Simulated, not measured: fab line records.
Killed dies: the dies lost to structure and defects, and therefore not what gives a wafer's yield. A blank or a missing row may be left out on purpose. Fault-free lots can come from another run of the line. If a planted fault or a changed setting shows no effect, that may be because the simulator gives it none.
Which tool is to blame?	flow n5Finfet	9 lots, 27 wafers sampled, at 5 steps of a route of 1938

== WHAT EACH GAUGE READ, for each wafer ==
N5_BEOL_M4_RC_MEAS_101. Usual: DIBL_N 37.1 mV/V, standard deviation 1.8; DIBL_P 37.2 mV/V, standard deviation 2.1; IOFF_N 0.17 nA/um, standard deviation 0.033; IOFF_P 0.22 nA/um, standard deviation 0.037; ION_N 680 uA/um, standard deviation 11; ION_P 464 uA/um, standard deviation 7.7; SS_N 71.7 mV/dec, standard deviation 0.63; SS_P 73.6 mV/dec, standard deviation 0.67; VT_N 248.9 mV, standard deviation 2.9; VT_P -251 mV, standard deviation 3.6.
lot	measured	on	DIBL_N (mV/V)	DIBL_P (mV/V)	IOFF_N (nA/um)	IOFF_P (nA/um)	ION_N (uA/um)	ION_P (uA/um)	SS_N (mV/dec)	SS_P (mV/dec)	VT_N (mV)	VT_P (mV)	flag
L870	day 8 19:38	prober-01	37.7 32.4 36.1	39.0 32.8 37.3	0.21 0.11 0.18	0.24 0.15 0.21	684 666 682	467 458 465	72.2 70.6 71.9	74.0 72.1 73.8	244.9 253.1 246.9	-249 -256 -250	
L871	day 8 22:56	prober-02	38.7 35.8 34.1	40.6 36.7 33.8	0.22 0.14 0.12	0.26 0.18 0.15	701 676 667	473 455 454	72.0 71.4 71.0	74.6 73.2 72.5	242.9 251.4 251.3	-248 -256 -256	
L875	day 10 00:10	prober-01	38.2 38.0 37.1	39.4 37.8 36.8	0.22 0.20 0.18	0.31 0.29 0.26	697 686 680	481 479 466	72.4 72.1 72.2	74.2 73.6 73.5	245.5 245.1 246.5	-244 -243 -247	
L877	day 10 19:17	prober-01	35.6 38.3 34.8	35.8 37.0 34.9	0.15 0.19 0.14	0.20 0.23 0.19	675 691 678	466 470 464	71.2 71.7 70.5	73.9 73.9 72.2	249.1 249.9 250.8	-251 -249 -254	
L878	day 10 19:43	prober-02	35.7 38.2 34.0	37.0 41.7 35.3	0.14 0.21 0.13	0.18 0.25 0.17	663 690 665	455 469 462	72.0 71.6 70.7	73.9 75.1 73.4	250.1 245.4 251.2	-254 -252 -255	
L881	day 12 19:37	prober-02	38.4 40.1 35.5	37.8 40.3 35.3	0.18 0.21 0.12	0.22 0.27 0.19	676 688 671	461 474 467	70.8 71.5 70.7	73.7 74.3 73.8	247.8 247.0 252.9	-251 -247 -252	
L889	day 14 06:01	prober-01	38.4 37.4 37.3	37.9 36.2 35.7	0.20 0.18 0.17	0.24 0.22 0.21	695 678 666	469 461 461	72.2 72.0 71.5	74.3 73.4 73.1	243.4 247.8 249.1	-249 -251 -252	
L890	day 14 10:52	prober-02	39.5 40.7 37.4	39.0 38.9 35.8	0.18 0.21 0.16	0.24 0.24 0.20	664 678 680	463 461 461	71.9 73.2 71.3	73.9 74.5 73.8	249.3 247.9 250.8	-248 -247 -250	
L891	day 14 13:47	prober-02	40.8 35.2 37.1	40.8 34.0 36.9	0.27 0.13 0.18	0.34 0.20 0.25	703 677 679	477 463 467	73.1 72.0 71.7	74.0 72.0 73.6	242.1 251.3 248.0	-241 -248 -244	

== WHICH TOOL RAN EACH LOT (tool, then ch and the chambers of the sampled wafers, then the start) ==
lot	N5_GATE_CUT_STRIP_41	N5_GATE_CUT_CUT_ETCH_55	N5_GATE_CUT_VAPOR_ETCH_48	N5_GATE_CUT_ALD_22
L870	rieDiel-02 ch 0,1,3, day 5 03:55	rieMetal-02 ch 1, day 5 04:13	rieMetal-02 ch 1, day 5 04:16	aldSin-04 ch 0,1,3, day 5 05:09
L871	rieDiel-06 ch 0,2, day 5 14:28	rieMetal-01 ch 0,1, day 5 14:46	rieMetal-01 ch 0,1, day 5 14:49	aldSin-04 ch 1,2, day 5 15:05
L875	rieDiel-06 ch 1,2, day 6 04:46	rieMetal-01 ch 0,1, day 6 05:03	rieMetal-01 ch 0,1, day 6 05:07	aldSin-01 ch 0,1,3, day 6 05:23
L877	rieDiel-06 ch 1,2,3, day 6 18:52	rieMetal-02 ch 0,1, day 6 19:10	rieMetal-02 ch 0,1, day 6 19:13	aldSin-01 ch 0,1,3, day 6 19:29
L878	rieDiel-04 ch 0,1,3, day 6 21:10	rieMetal-03 ch 0,1, day 6 21:28	rieMetal-03 ch 0,1, day 6 21:31	aldSin-01 ch 0,2,3, day 6 21:47
L881	rieDiel-04 ch 1,3, day 8 01:04	rieMetal-01 ch 0,1, day 8 01:22	rieMetal-01 ch 0,1, day 8 01:25	aldSin-01 ch 0,2,3, day 8 01:41
L889	rieDiel-02 ch 0,1,2, day 9 20:23	rieMetal-03 ch 0,1, day 9 20:40	rieMetal-03 ch 0,1, day 9 20:44	aldSin-04 ch 0,1,2, day 9 20:59
L890	rieDiel-04 ch 0,1,3, day 10 00:46	rieMetal-03 ch 0,1, day 10 01:03	rieMetal-03 ch 0,1, day 10 01:07	aldSin-04 ch 1,2, day 10 01:22
L891	rieDiel-06 ch 1,2, day 10 09:20	rieMetal-02 ch 0,1, day 10 09:38	rieMetal-02 ch 0,1, day 10 09:41	aldSin-03 ch 0,2,3, day 10 09:57
- N5_GATE_CUT_STRIP_41: strips in CF4.
- N5_GATE_CUT_CUT_ETCH_55: etches HfO2 in BCl3, target depth 3.2 nm.
- N5_GATE_CUT_VAPOR_ETCH_48: etches TiN in BCl3/Cl2.
- N5_GATE_CUT_ALD_22: deposits SiNx, target thk 16 nm, pulse time 1 s, ald cycles 320.

== WHAT THE TOOLS THEMSELVES READ (means of the sampled wafers that have a number; where no wafer has one, the mark that the record gives instead) ==
N5_GATE_CUT_STRIP_41. Usual: cf4FlowSccm 150.0 sccm, standard deviation 0.46; drypumpMotorCurrentA 5.9 A, standard deviation 0.34; oesProductAu 0.185 a.u., standard deviation 0.022; rfVppV 270.8 V, standard deviation 1.5; showerheadPlenumPTorr 1.78 Torr, standard deviation 0.061; throttleValvePct 13.57 %, standard deviation 0.27.
lot	tool	cf4FlowSccm (sccm)	drypumpMotorCurrentA (A)	oesProductAu (a.u.)	rfVppV (V)	showerheadPlenumPTorr (Torr)	throttleValvePct (%)	flag
L870	rieDiel-02	150.3	6.1	0.187	270.6	1.78	13.60	
L871	rieDiel-06	150.2	5.9	0.191	272.6	1.86	13.25	
L875	rieDiel-06	149.5	5.9	0.165	270.2	1.76	13.68	
L877	rieDiel-06	149.4	5.9	0.178	271.0	1.77	13.61	
L878	rieDiel-04	150.2	5.8	0.172	269.0	1.76	13.65	
L881	rieDiel-04	149.9	5.5	0.182	271.4	1.81	13.43	
L889	rieDiel-02	150.3	5.9	0.182	270.6	1.77	13.67	
L890	rieDiel-04	149.9	5.8	0.165	270.1	1.76	13.70	
L891	rieDiel-06	150.8	5.9	0.210	273.0	1.89	13.36	

N5_GATE_CUT_CUT_ETCH_55. Usual: drypumpMotorCurrentA 5.9 A, standard deviation 0.49; oesProductAu 0.77 a.u., standard deviation 0.12; throttleValvePct 33.3 %, standard deviation 0.45.
lot	tool	drypumpMotorCurrentA (A)	oesProductAu (a.u.)	throttleValvePct (%)	flag
L870	rieMetal-02	5.0	0.74	33.2	
L871	rieMetal-01	5.9	0.77	33.4	
L875	rieMetal-01	5.9	0.77	33.4	
L877	rieMetal-02	5.2	0.72	33.2	
L878	rieMetal-03	6.4	0.85	32.8	
L881	rieMetal-01	5.9	0.89	33.6	
L889	rieMetal-03	6.4	0.82	32.8	
L890	rieMetal-03	6.4	0.81	32.8	
L891	rieMetal-02	5.2	0.70	33.2	

N5_GATE_CUT_VAPOR_ETCH_48. Usual: drypumpMotorCurrentA 5.9 A, standard deviation 0.49; oesProductAu 0.77 a.u., standard deviation 0.12.
lot	tool	drypumpMotorCurrentA (A)	oesProductAu (a.u.)	flag
L870	rieMetal-02	4.9	0.74	
L871	rieMetal-01	5.9	0.78	
L875	rieMetal-01	5.9	0.77	
L877	rieMetal-02	5.1	0.71	
L878	rieMetal-03	6.4	0.85	
L881	rieMetal-01	5.9	0.90	
L889	rieMetal-03	6.4	0.82	
L890	rieMetal-03	6.4	0.82	
L891	rieMetal-02	5.2	0.69	

N5_GATE_CUT_ALD_22. Usual: heaterPowerOuterW 530 W, standard deviation 79; heaterPowerW 849 W, standard deviation 86; precursorPulseHeightRel 1.000, standard deviation 0.019.
lot	tool	heaterPowerOuterW (W)	heaterPowerW (W)	precursorPulseHeightRel	flag
L870	aldSin-04	600	914	0.988	
L871	aldSin-04	613	967	1.006	
L875	aldSin-01	557	845	0.999	
L877	aldSin-01	568	838	1.000	
L878	aldSin-01	492	786	0.988	
L881	aldSin-01	491	776	1.009	
L889	aldSin-04	604	963	1.001	
L890	aldSin-04	559	920	0.998	
L891	aldSin-03	488	824	0.997	

== THE ANSWER, worked out from the rows above alone ==
Rule: a lot is off if the mean of its wafers that have a number lies more than 3 standard deviations from the usual mean. A lot without any number at a reading at which 4 lots or more have one is off too. All remaining lots with rows at the step are treated as sound. First the gauges in route order, then the tools' own readings, where a lot's mean is used as printed above. At the first step where some lot is off, the reading lying furthest off is the one used; lots without a number count as furthest.
No lot is off at any reading shown: from this, nothing can be told.

== WHAT WAS PUT IN BY THE SIMULATOR ==
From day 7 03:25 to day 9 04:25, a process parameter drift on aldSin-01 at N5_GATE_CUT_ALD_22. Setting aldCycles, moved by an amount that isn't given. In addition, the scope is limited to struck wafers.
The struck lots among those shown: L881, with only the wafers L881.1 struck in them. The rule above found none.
